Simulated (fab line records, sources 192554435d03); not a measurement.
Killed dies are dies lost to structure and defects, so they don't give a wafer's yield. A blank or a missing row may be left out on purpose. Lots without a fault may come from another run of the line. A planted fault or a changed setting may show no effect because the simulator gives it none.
fab line records | flow n5_finfet
record lots=7 wafers=39
route steps=1938 shown PMOS_HMC_CHANNEL_EPI@73 BEOL_M0_SAQP@632 BEOL_M1@838 BEOL_M6@1197 BEOL_M8@1344 BEOL_M11@1578
start_h: hours from the record's first day to the start of the lot's first wafer shown | wait_h: hours since the lot's step before | " the same as in the row above | L1.1+2: a row that stands for several wafers | - no value, or no start given | * or withheld: withheld | < > ~ a bound
route shown NAME@n: a module of which the file shows steps, and the number in the route of the first | usual: mean/standard deviation of fault-free wafers | same: alike in all rows | chamber/n: place in a boat | sites: the reading at each site | _std_site: their standard deviation | _edge_site: outer sites' mean less inner sites' | radius_mm: how far each site lies from the wafer's centre | mask NAME#n: copy n | behind: the tool/chamber that last shaped the wafer | hold: why the lot was held/for how many hours/how that ended | device: the transistor (n, p or np) that didn't switch | end of line: the same wafers' tests at the end of the route | a step without rows: its recipe alone | killed: dies lost to structure and defects at the first sort, not the wafer's yield | map: a wafer's dies, x killed, . not, _ none there
set.NAME: the setting as run; set.NAME@STEP: as run at that earlier step | model.NAME: the simulator's own value behind a step, which no gauge read
lots whose settings were changed on purpose; a table a step, a row a wafer
## steps
# step N5_PMOS_HMC_CHANNEL_EPI_ETCH_38
# recipe chemistry=CF4 target=SiO2 target_depth_a=15 ion_energy_ev=350 pressure_mtorr=10 icp_w=800 bias_w=400 cf4_flow_sccm=80
# columns lot.wafer tool chamber start_h wait_h set.target_depth_a model.etch.depth_nm
L075.1 rie_si-02 0 23.77 0.0 15 1.507
L075.2 " 3 " " 8.428 0.8518
L075.3 " 2 " " 15 1.447
L075.4 " 1 " " 8.428 0.8252
L075.5 " 0 " " 8.428 0.8434
L075.6 " 1 " " 15 1.467
L079.1 rie_si-05 0 49.27 0.0 23.02 2.269
L079.2 " 3 " " 15 1.539
L079.3 " 1 " " 15 1.459
L079.4 " 2 " " 23.02 2.211
L079.5 " 3 " " 23.02 2.361
L079.6 " 0 " " 15 1.474
L083.1 rie_si-02 0 71.63 0.0 21.52 2.18
L083.2 " 3 " " 15 1.523
L083.3 " 1 " " 15 1.463
L083.4 " 2 " " 21.52 2.075
L083.5 " 0 " " 21.52 2.166
L083.6 " 3 " " 15 1.525
L087.1 rie_si-03 0 95.54 0.0 15 1.51
L087.2 " 1 " " 15 1.49
L087.6 " 2 " " 15 1.447
L089.1 rie_si-02 1 107.67 0.0 15 1.472
L089.2 " 0 " " 15 1.51
L089.3 " 2 " " 15 1.446
L089.4 " 3 " " 15 1.528
L089.5 " 3 " " 15 1.532
L089.6 " 0 " " 15 1.503
L096.1 rie_si-02 2 149.40 0.0 6.439 0.6238
L096.2 " 3 " " 6.439 0.6507
L096.3 " 1 " " 15 1.458
L096.4 " 0 " " 15 1.496
L096.5 " 2 " " 15 1.437
L096.6 " 3 " " 6.439 0.6497
L097.1 rie_si-02 0 155.56 0.0 15 1.482
L097.2 " 3 " " 15 1.505
L097.3 " 1 " " 15 1.448
L097.4 " 2 " " 15 1.44
L097.5 " 0 " " 15 1.491
L097.6 " 1 " " 15 1.445
# step N5_BEOL_M0_SAQP_PECVD_00
# recipe material=SiCN target_thk_a=80 temp_c=withheld precursor=3MS/NH3 pressure_torr=3 rf_w=202 time_s=14
# columns lot.wafer tool chamber start_h wait_h set.time_s model.SiCN_of_BEOL_M0_SAQP_PECVD_00.thk_nm
L075.1+2 pecvd-03 1,2 113.66 0.2 14 8
L075.3+5+6 " 0,2,1 " " 14 8.2
L075.4 " 0 " " 14 8.4
L079.1+4+6 pecvd-04 0,1,2 135.06 0.2 21.41 12.4
L079.2+3 " 2,1 " " 14 8
L079.5 " 0 " " 14 8.2
L083.1+3+6 pecvd-02 2,0,1 162.61 0.2 14 8
L083.2 " 1 " " 14 7.8
L083.4+5 " 2,0 " " 14 8.2
L087.1+6 pecvd-03 2 182.85 0.2 14 8
L087.2 " 1 " " 14 7.8
L089.1 pecvd-04 0 199.76 0.2 22.14 12.6
L089.2 " 1 " " 22.14 12.4
L089.3 " 2 " " 14 7.8
L089.4+5 " 1,0 " " 14 8
L089.6 " 2 " " 22.14 12.8
L096.1+3+6 pecvd-04 0,1,1 245.06 0.2 14 8
L096.2 " 1 " " 14 7.8
L096.4+5 " 0 " " 14 8.2
L097.1 pecvd-04 1 252.79 0.2 14 8
L097.2+3 " 2,0 " " 20.39 11.6
L097.4+6 " 2,0 " " 14 8.2
L097.5 " 1 " " 20.39 11.8
# step N5_BEOL_M1_DEP_57
# recipe material=SiCN target_thk_a=80 temp_c=withheld precursor=3MS/NH3 pressure_torr=3 rf_w=202 time_s=14
# columns lot.wafer tool chamber start_h wait_h set.time_s model.SiCN_of_BEOL_M1_DEP_57.thk_nm
L075.1 pecvd-04 0 143.79 0.0 22.39 12.4
L075.2 " 2 " " 14 7.6
L075.3+5 " 1,2 " " 22.39 12.6
L075.4 " 0 " " 14 8
L075.6 " 1 " " 14 8.2
L079.1+4 pecvd-02 0 165.64 0.0 19.04 11
L079.2+5 " 2,1 " " 14 8
L079.3 " 1 " " 19.04 10.6
L079.6 " 2 " " 14 8.2
L083.1+5+6 pecvd-04 0,0,2 191.98 0.0 10.44 5.8
L083.2 " 2 " " 14 7.6
L083.3 " 1 " " 14 7.8
L083.4 " 1 " " 14 8.2
L087.1+2+6 pecvd-01 1,2,1 218.55 0.0 14 8.2
L089.1+3 pecvd-01 2,0 221.91 0.0 14 8
L089.2+4 " 1,0 " " 10.44 6.2
L089.5 " 2 " " 10.44 6
L089.6 " 1 " " 14 8.2
L096.1 pecvd-02 2 269.27 0.0 11.65 6.4
L096.2+5 " 0,2 " " 11.65 6.6
L096.3+4 " 1,0 " " 14 7.8
L096.6 " 1 " " 14 8
L097.1+2 pecvd-02 0,1 276.93 0.0 8.918 5.2
L097.3 " 2 " " 8.918 5
L097.4+6 " 2,1 " " 14 8
L097.5 " 0 " " 14 8.4
# step N5_BEOL_M6_PECVD_70
# recipe material=SiO2 target_thk_a=200 temp_c=400 precursor=TEOS/O2 pressure_torr=5.5 rf_w=450 teos_flow_sccm=53.8 gas=O2 flow_sccm=3000 time_s=22.7
# columns lot.wafer tool chamber start_h wait_h set.time_s model.SiO2_of_BEOL_M6_PECVD_70.thk_nm
L075.1+3 pecvd-03 2,0 201.40 0.0 22.7 20
L075.2 " 1 " " 26.45 23.2
L075.4 " 2 " " 22.7 20.4
L075.5+6 " 1,0 " " 26.45 23.6
L079.1 pecvd-04 0 213.32 0.0 14.79 12.6
L079.2+3+4 " 1,2,2 " " 22.7 19.6
L079.5 " 0 " " 14.79 13
L079.6 " 1 " " 14.79 13.2
L083.1+3+5 pecvd-01 0,2,2 238.33 0.0 22.7 20.2
L083.2 " 1 " " 22.7 19.6
L083.4 " 1 " " 22.7 19.8
L083.6 " 0 " " 22.7 20.4
L087.1 pecvd-03 0 269.87 0.0 22.7 20
L087.2 " 2 " " 22.7 19.6
L087.6 " 2 " " 22.7 19.8
L089.1 pecvd-01 0 275.02 0.0 31.11 27.2
L089.2+4 " 2,0 " " 22.7 20
L089.3 " 1 " " 22.7 19.6
L089.5 " 2 " " 31.11 27.6
L089.6 " 1 " " 31.11 26.8
L096.1+6 pecvd-03 2,0 325.66 0.0 22.7 19.8
L096.2 " 0 " " 11.25 9.8
L096.3 " 1 " " 22.7 20.2
L096.4 " 1 " " 11.25 10.6
L096.5 " 2 " " 11.25 10.2
L097.1 pecvd-04 0 335.61 0.0 22.7 19.8
L097.2 " 2 " " 18.12 15.8
L097.3 " 1 " " 22.7 19.6
L097.4+6 " 2,1 " " 18.12 16
L097.5 " 0 " " 22.7 20
# step N5_BEOL_M8_DEVELOP_10
# recipe develop_time_s=30 developer=TMAH resist=CAR-ArF rinse_liquid=diw dry=air_spin dev_temp_c=23
# columns lot.wafer tool chamber start_h wait_h set.develop_time_s
L075.1+3+6 litho_track-02 0 - - 39.3
L075.2+4+5 " 0 " " 30
L079.1+3+6 litho_track-02 0 - - 23.63
L079.2+4+5 " 0 " " 30
L083.1+2+4 litho_track-05 0 - - 12.21
L083.3+5+6 " 0 " " 30
L087.1+2+6 litho_track-05 0 - - 30
L089.1+2+3+4+5+6 litho_track-01 0 - - 30
L096.1+3+5 litho_track-05 0 - - 30
L096.2+4+6 " 0 " " 24.37
L097.1+2+3+4+5+6 litho_track-05 0 - - 30
# step N5_BEOL_M8_CD_MEAS_11
# recipe target_cd_nm=38.5 landing_energy_ev=500 detector=se_inlens polarity=opening
# usual cd_nm=38.4/0.5
# columns lot.wafer tool chamber start_h wait_h set.develop_time_s@BEOL_M8_DEVELOP_10 cd_nm
L075.1 cd_sem-01 0 223.50 - 39.3 39.6
L075.2 " 0 " " 30 39.1
L075.3 " 0 " " 39.3 39.2
L075.4 " 0 " " 30 39.3
L075.5 " 0 " " 30 38.5
L075.6 " 0 " " 39.3 40.0
L079.1 cd_sem-02 0 233.31 - 23.63 38.0
L079.2 " 0 " " 30 38.5
L079.3 " 0 " " 23.63 37.8
L079.4 " 0 " " 30 39.4
L079.5 " 0 " " 30 37.9
L079.6 " 0 " " 23.63 37.6
L083.1 cd_sem-01 0 253.74 - 12.21 35.4
L083.2 " 0 " " 12.21 34.9
L083.3 " 0 " " 30 38.4
L083.4 " 0 " " 12.21 35.1
L083.5 " 0 " " 30 38.1
L083.6 " 0 " " 30 38.6
L087.1 cd_sem-03 0 285.98 - 30 38.7
L087.2 " 0 " " 30 39.3
L087.6 " 0 " " 30 38.8
L089.1 cd_sem-02 0 296.43 - 30 37.5
L089.2 " 0 " " 30 37.8
L089.3 " 0 " " 30 37.8
L089.4 " 0 " " 30 38.4
L089.5 " 0 " " 30 38.9
L089.6 " 0 " " 30 38.3
L096.1 cd_sem-02 0 348.42 - 30 38.2
L096.2 " 0 " " 24.37 37.1
L096.3 " 0 " " 30 38.1
L096.4 " 0 " " 24.37 36.9
L096.5 " 0 " " 30 38.4
L096.6 " 0 " " 24.37 37.4
L097.1 cd_sem-02 0 353.99 - 30 38.5
L097.2 " 0 " " 30 39.0
L097.3 " 0 " " 30 38.6
L097.4 " 0 " " 30 38.2
L097.5 " 0 " " 30 38.7
L097.6 " 0 " " 30 38.1
# step N5_BEOL_M8_DESCUM_16
# recipe chemistry=O2 time_s=7.9 source_power_w=50 bias_power_w=20 pressure_mtorr=20 rf_frequency_hz=2.712e+07 temp_c=40 resist=CAR-ArF o2_flow_sccm=225
# step N5_BEOL_M8_ETCH_61
# recipe chemistry=CF4 target=SiARC target_depth_a=455 mask_material=CAR-ArF time_s=75.8 ion_energy_ev=80 pressure_mtorr=40 source_w=545 bias_w=36 Ar_flow_sccm=100 cf4_flow_sccm=100 ends=cleared
# columns lot.wafer tool chamber start_h wait_h set.develop_time_s@BEOL_M8_DEVELOP_10 model.BEOL_M8.cd_offset_nm
L075.1 rie_diel-03 3 223.62 0.0 39.3 1.4
L075.2+4 " 0,2 " " 30 0.8
L075.3 " 1 " " 39.3 0.6
L075.5 " 3 " " 30 -0.2
L075.6 " 2 " " 39.3 1.6
L079.1 rie_diel-01 2 234.33 0.0 23.63 -0.4
L079.2+4 " 0,3 " " 30 0.2
L079.3 " 1 " " 23.63 -0.6
L079.5 " 0 " " 30 -0.8
L079.6 " 1 " " 23.63 -0.8
L083.1+4 rie_diel-06 1,0 253.86 0.0 12.21 -3.4
L083.2 " 2 " " 12.21 -3.2
L083.3 " 0 " " 30 -0.6
L083.5 " 1 " " 30 -0.4
L083.6 " 2 " " 30 0.2
L087.1 rie_diel-03 2 286.75 0.0 30 0
L087.2 " 3 " " 30 0.4
L087.6 " 2 " " 30 0.6
L089.1 rie_diel-06 3 296.55 0.0 30 -1
L089.2+3 " 2,1 " " 30 -0.6
L089.4+5 " 2,3 " " 30 -0.2
L089.6 " 1 " " 30 0
L096.1+3 rie_diel-03 0,1 348.70 0.0 30 -0.6
L096.2 " 3 " " 24.37 -1.4
L096.4 " 2 " " 24.37 -1.2
L096.5 " 0 " " 30 0
L096.6 " 3 " " 24.37 -0.6
L097.1+2+5 rie_diel-03 0,2,3 354.11 0.0 30 -0.2
L097.3 " 3 " " 30 0
L097.4 " 1 " " 30 -0.8
L097.6 " 0 " " 30 -0.6
# step N5_BEOL_M11_TRENCH_ETCH_37
# recipe chemistry=C4F6/O2 target_depth_a=1488.3 target=SiCOH_lowk time_s=48 ion_energy_ev=250 pressure_mtorr=30 source_w=345 bias_w=185 Ar_flow_sccm=300 C4F6_flow_sccm=10 O2_flow_sccm=10
# columns lot.wafer tool chamber start_h wait_h set.time_s model.BEOL_M11.feature_depth_nm model.etch.depth_nm model.TiN_of_BEOL_M11_HM_DEP_02.thk_nm
L075.1 rie_diel-05 0 - - 48 144.6 144.5 15.8
L075.2 " 2 " " 48 146.8 146.8 16
L075.3 " 1 " " 48 150 150 16
L075.4 " 3 " " 30 92.2 92.14 17.6
L075.5 " 0 " " 30 91 90.98 17.4
L075.6 " 1 " " 30 94 94.01 17.4
L079.1 rie_diel-04 1 - - 59 187.6 187.6 15
L079.2 " 3 " " 59 183 183 15
L079.3 " 0 " " 59 182.4 182.4 15.2
L079.4 " 2 " " 48 151.8 151.7 16
L079.5 " 3 " " 48 147.8 147.8 16.2
L079.6 " 0 " " 48 148.4 148.3 16.2
L083.1 rie_diel-02 1 - - 48 145.8 145.8 16
L083.2 " 3 " " 20.75 62.2 62.19 18.2
L083.3 " 0 " " 20.75 64 63.94 18
L083.4 " 2 " " 48 145.8 145.7 16
L083.5 " 3 " " 48 145.4 145.4 15.8
L083.6 " 2 " " 20.75 63 63.03 18.2
L087.1 rie_diel-04 2 - - 48 149.6 149.5 15.8
L087.2 " 1 " " 48 149 148.9 15.6
L087.6 " 3 " " 48 147.4 147.3 15.8
L089.1 rie_diel-02 3 - - 48 145.2 145.2 16.2
L089.2 " 2 " " 48 146 146 16
L089.3 " 1 " " 48 145.8 145.8 16
L089.4 " 3 " " 26.76 81.2 81.22 17.8
L089.5 " 1 " " 26.76 81.6 81.57 17.8
L089.6 " 2 " " 26.76 81.4 81.39 17.8
L096.1 rie_diel-04 2 - - 56.95 179.4 179.5 14.8
L096.2 " 1 " " 48 151.8 151.7 15.4
L096.3 " 0 " " 48 149.6 149.6 15.6
L096.4 " 3 " " 48 149.4 149.3 15.6
L096.5 " 1 " " 56.95 182 181.9 14.8
L096.6 " 2 " " 56.95 178.2 178.2 14.8
L097.1 rie_diel-02 0 - - 48 148.8 148.9 15.8
L097.2 " 1 " " 48 147 147 16
L097.3 " 3 " " 48 144.2 144.1 16.2
L097.4 " 2 " " 48 144 144 16
L097.5 " 1 " " 48 145.4 145.3 16
L097.6 " 0 " " 48 149.4 149.5 15.8
# step N5_BEOL_M11_ETCH_41
# recipe chemistry=CH3F/O2 target=SiCN target_depth_a=426 taper_deg=2 time_s=86 ion_energy_ev=120 mask_material=TiN pressure_mtorr=30 source_w=395 bias_w=75 Ar_flow_sccm=150 CH3F_flow_sccm=30 O2_flow_sccm=20
# step N5_BEOL_M11_STRIP_77
# recipe chemistry=N2/H2 time_s=10 power_w=450 temp_c=40 pressure_mtorr=20 rf_frequency_hz=6e+07 bias_power_w=7 n2_flow_sccm=200 h2_flow_sccm=200
# step N5_BEOL_M11_OCD_MEAS_38
# usual trench_depth_nm=148.2/2
# columns lot.wafer tool chamber start_h wait_h set.time_s@BEOL_M11_TRENCH_ETCH_37 trench_depth_nm
L075.1 ocd-01 - 251.23 - 48 144.4
L075.2 " - " " 48 146.2
L075.3 " - " " 48 150.0
L075.4 " - " " 30 92.4
L075.5 " - " " 30 90.2
L075.6 " - " " 30 93.2
L079.1 ocd-02 - 261.94 - 59 188.0
L079.2 " - " " 59 182.8
L079.3 " - " " 59 182.3
L079.4 " - " " 48 151.6
L079.5 " - " " 48 148.0
L079.6 " - " " 48 148.4
L083.1 ocd-01 - 280.24 - 48 145.9
L083.2 " - " " 20.75 61.7
L083.3 " - " " 20.75 63.8
L083.4 " - " " 48 145.6
L083.5 " - " " 48 145.1
L083.6 " - " " 20.75 62.8
L087.1 ocd-02 - 317.00 - 48 149.7
L087.2 " - " " 48 148.9
L087.6 " - " " 48 147.6
L089.1 ocd-02 - 327.72 - 48 145.2
L089.2 " - " " 48 146.1
L089.3 " - " " 48 145.7
L089.4 " - " " 26.76 80.9
L089.5 " - " " 26.76 81.5
L089.6 " - " " 26.76 81.5
L096.1 ocd-01 - 380.37 - 56.95 179.1
L096.2 " - " " 48 152.0
L096.3 " - " " 48 150.4
L096.4 " - " " 48 149.2
L096.5 " - " " 56.95 181.8
L096.6 " - " " 56.95 177.8
L097.1 ocd-01 - 381.91 - 48 148.9
L097.2 " - " " 48 147.1
L097.3 " - " " 48 144.1
L097.4 " - " " 48 144.0
L097.5 " - " " 48 145.4
L097.6 " - " " 48 149.4
# step N5_BEOL_M11_HM_STRIP_39
# recipe chemistry=peroxide_tin_strip material=TiN target_depth_a=250 temp_c=50 time_s=158
# step N5_BEOL_M11_SRD_40
# recipe time_s=30 temp_c=23 rinse_liquid=diw dry=ipa_marangoni
# step N5_BEOL_M11_ECD_50
# recipe material=Cu target_thk_a=3180
# step N5_BEOL_M11_ANNEAL_51
# recipe temp_c=225 time_s=90 ambient=N2
# step N5_BEOL_M11_CMP_52
# recipe stop_on=SiCOH_lowk t_overpolish_s=7 down_force_psi=1 platen_rpm=50 clearing_platen_down_force_psi=1.5 clearing_platen_rpm=50 post_cmp_clean=cu_alkaline target_thk_nm=140 clearing_platen_pad_velocity_m_s=0.99484 pad_velocity_m_s=0.99484
# columns lot.wafer tool chamber start_h wait_h set.time_s@BEOL_M11_TRENCH_ETCH_37 model.Cu_of_BEOL_M11_ECD_50.thk_nm
L075.3 cmp-01 2 253.21 0.2 48 140.6
L075.1 " 3 " " 48 137.2
L075.4 " 0 " " 30 84.6
L075.2 " 1 " " 48 138.2
L075.6 " 2 " " 30 84.8
L075.5 " 3 " " 30 83.4
L079.2 cmp-01 0 263.98 0.2 59 174.4
L079.1 " 1 " " 59 178.4
L079.4 " 2 " " 48 140.2
L079.3 " 3 " " 59 172.6
L079.5 " 0 " " 48 139
L079.6 " 1 " " 48 139.6
L083.2+3 cmp-04 1,3 282.90 0.2 20.75 53
L083.4 " 2 " " 48 138.2
L083.1 " 0 " " 48 136
L083.6 " 1 " " 20.75 53.8
L083.5 " 2 " " 48 137
L087.1 cmp-01 1 319.41 0.3 48 140.6
L087.2 " 0 " " 48 139
L087.6 " 2 " " 48 135.4
L089.3 cmp-02 2 333.24 0.2 48 138.2
L089.2 " 3 " " 48 138.4
L089.4 " 0 " " 26.76 71.8
L089.1 " 1 " " 48 136.8
L089.6 " 2 " " 26.76 73.6
L089.5 " 3 " " 26.76 74
L096.3 cmp-01 1 382.25 0.2 48 141.6
L096.2 " 2 " " 48 142.8
L096.1 " 3 " " 56.95 171.2
L096.4 " 0 " " 48 140.8
L096.5 " 1 " " 56.95 173.2
L096.6 " 2 " " 56.95 168
L097.3 cmp-02 0 385.26 0.2 48 133.6
L097.4 " 1 " " 48 135
L097.2 " 2 " " 48 138.6
L097.1 " 3 " " 48 140.2
L097.6 " 0 " " 48 140
L097.5 " 1 " " 48 137.2
# step N5_BEOL_M11_THK_MEAS_53
# recipe thk_meas_gauge=xrf reads=Cu_of_BEOL_M11_ECD_50
# usual M11_THK=136.0/2.3
# columns lot.wafer tool chamber start_h wait_h set.time_s@BEOL_M11_TRENCH_ETCH_37 M11_THK[nm]
L075.1 film_metro-01 - 253.50 - 48 134.4
L075.2 " - " " 48 136.3
L075.3 " - " " 48 138.1
L075.4 " - " " 30 83.2
L075.5 " - " " 30 82.3
L075.6 " - " " 30 83.5
L079.1 film_metro-01 - 264.27 - 59 173.7
L079.2 " - " " 59 169.9
L079.3 " - " " 59 168.3
L079.4 " - " " 48 136.8
L079.5 " - " " 48 135.6
L079.6 " - " " 48 136.4
L083.1 film_metro-02 - 283.19 - 48 132.7
L083.2 " - " " 20.75 51.8
L083.3 " - " " 20.75 51.8
L083.4 " - " " 48 134.7
L083.5 " - " " 48 133.8
L083.6 " - " " 20.75 52.3
L087.1 film_metro-02 - 319.71 - 48 137.0
L087.2 " - " " 48 135.8
L087.6 " - " " 48 131.9
L089.1 film_metro-02 - 333.53 - 48 134.6
L089.2 " - " " 48 135.9
L089.3 " - " " 48 136.1
L089.4 " - " " 26.76 70.6
L089.5 " - " " 26.76 72.8
L089.6 " - " " 26.76 72.2
L096.1 film_metro-01 - 382.54 - 56.95 167.7
L096.2 " - " " 48 139.4
L096.3 " - " " 48 137.8
L096.4 " - " " 48 137.7
L096.5 " - " " 56.95 168.3
L096.6 " - " " 56.95 163.0
L097.1 film_metro-02 - 385.56 - 48 137.8
L097.2 " - " " 48 136.5
L097.3 " - " " 48 131.1
L097.4 " - " " 48 133.1
L097.5 " - " " 48 134.7
L097.6 " - " " 48 137.5
# step N5_BEOL_M11_PRE_CLEAN_55
# recipe gas=NH3 time_s=15 temp_c=withheld rf_power_w=300
# step N5_BEOL_M11_DEP_56
# recipe material=SiCN target_thk_a=300 temp_c=withheld precursor=3MS/NH3 pressure_torr=3 rf_w=675 time_s=10.5
# step N5_BEOL_M11_RS_MEAS_57
# recipe thk_meas_gauge=four-point-probe reads=Cu_of_BEOL_M11_ECD_50+Co_of_BEOL_M11_CVD_75+TaN_of_BEOL_M11_ALD_74
# usual M11_RS=0.1515/0.0028
# columns lot.wafer tool chamber start_h wait_h set.time_s@BEOL_M11_TRENCH_ETCH_37 M11_RS[ohm/sq]
L075.1 film_metro-02 - 253.62 0.0 48 0.1542
L075.2 " - " " 48 0.1533
L075.3 " - " " 48 0.1500
L075.4 " - " " 30 0.2668
L075.5 " - " " 30 0.2710
L075.6 " - " " 30 0.2663
L079.1 film_metro-01 - 264.43 0.1 59 0.1155
L079.2 " - " " 59 0.1184
L079.3 " - " " 59 0.1199
L079.4 " - " " 48 0.1504
L079.5 " - " " 48 0.1519
L079.6 " - " " 48 0.1507
L083.1 film_metro-01 - 283.32 0.0 48 0.1554
L083.2 " - " " 20.75 0.4667
L083.3 " - " " 20.75 0.4686
L083.4 " - " " 48 0.1528
L083.5 " - " " 48 0.1542
L083.6 " - " " 20.75 0.4596
L087.1 film_metro-02 - 319.83 0.0 48 0.1496
L087.2 " - " " 48 0.1523
L087.6 " - " " 48 0.1563
L089.1 film_metro-01 - 333.66 0.0 48 0.1547
L089.2 " - " " 48 0.1526
L089.3 " - " " 48 0.1529
L089.4 " - " " 26.76 0.3234
L089.5 " - " " 26.76 0.3119
L089.6 " - " " 26.76 0.3144
L096.1 film_metro-01 - 382.67 0.0 56.95 0.1209
L096.2 " - " " 48 0.1476
L096.3 " - " " 48 0.1489
L096.4 " - " " 48 0.1495
L096.5 " - " " 56.95 0.1196
L096.6 " - " " 56.95 0.1234
L097.1 film_metro-02 - 385.71 0.1 48 0.1505
L097.2 " - " " 48 0.1525
L097.3 " - " " 48 0.1586
L097.4 " - " " 48 0.1571
L097.5 " - " " 48 0.1540
L097.6 " - " " 48 0.1508
## key
split step=N5_PMOS_HMC_CHANNEL_EPI_ETCH_38 setting=target_depth_a stated=15 by=wafer
response step=N5_PMOS_HMC_CHANNEL_EPI_ETCH_38 reading=model.etch.depth_nm change=+0.0146 per=1% r=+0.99
split step=N5_BEOL_M0_SAQP_PECVD_00 setting=time_s stated=14 by=wafer
response step=N5_BEOL_M0_SAQP_PECVD_00 reading=model.SiCN_of_BEOL_M0_SAQP_PECVD_00.thk_nm change=+0.0801 per=1% r=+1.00
split step=N5_BEOL_M1_DEP_57 setting=time_s stated=14 by=wafer
response step=N5_BEOL_M1_DEP_57 reading=model.SiCN_of_BEOL_M1_DEP_57.thk_nm change=+0.0783 per=1% r=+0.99
split step=N5_BEOL_M6_PECVD_70 setting=time_s stated=22.7 by=wafer
response step=N5_BEOL_M6_PECVD_70 reading=model.SiO2_of_BEOL_M6_PECVD_70.thk_nm change=+0.194 per=1% r=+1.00
split step=N5_BEOL_M8_DEVELOP_10 setting=develop_time_s stated=30 by=wafer
response step=N5_BEOL_M8_CD_MEAS_11 reading=cd_nm change=+0.0469 per=1% r=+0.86
response step=N5_BEOL_M8_ETCH_61 reading=model.BEOL_M8.cd_offset_nm change=+0.043 per=1% r=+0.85
split step=N5_BEOL_M11_TRENCH_ETCH_37 setting=time_s stated=48 by=wafer
response step=N5_BEOL_M11_TRENCH_ETCH_37 reading=model.BEOL_M11.feature_depth_nm change=+1.47 per=1% r=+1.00
response step=N5_BEOL_M11_TRENCH_ETCH_37 reading=model.etch.depth_nm change=+1.47 per=1% r=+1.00
response step=N5_BEOL_M11_TRENCH_ETCH_37 reading=model.TiN_of_BEOL_M11_HM_DEP_02.thk_nm change=-0.0398 per=1% r=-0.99
response step=N5_BEOL_M11_OCD_MEAS_38 reading=trench_depth_nm change=+1.47 per=1% r=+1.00
response step=N5_BEOL_M11_CMP_52 reading=model.Cu_of_BEOL_M11_ECD_50.thk_nm change=+1.48 per=1% r=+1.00
response step=N5_BEOL_M11_THK_MEAS_53 reading=M11_THK change=+1.44 per=1% r=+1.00
response step=N5_BEOL_M11_RS_MEAS_57 reading=M11_RS change=-0.00408 per=1% r=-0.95
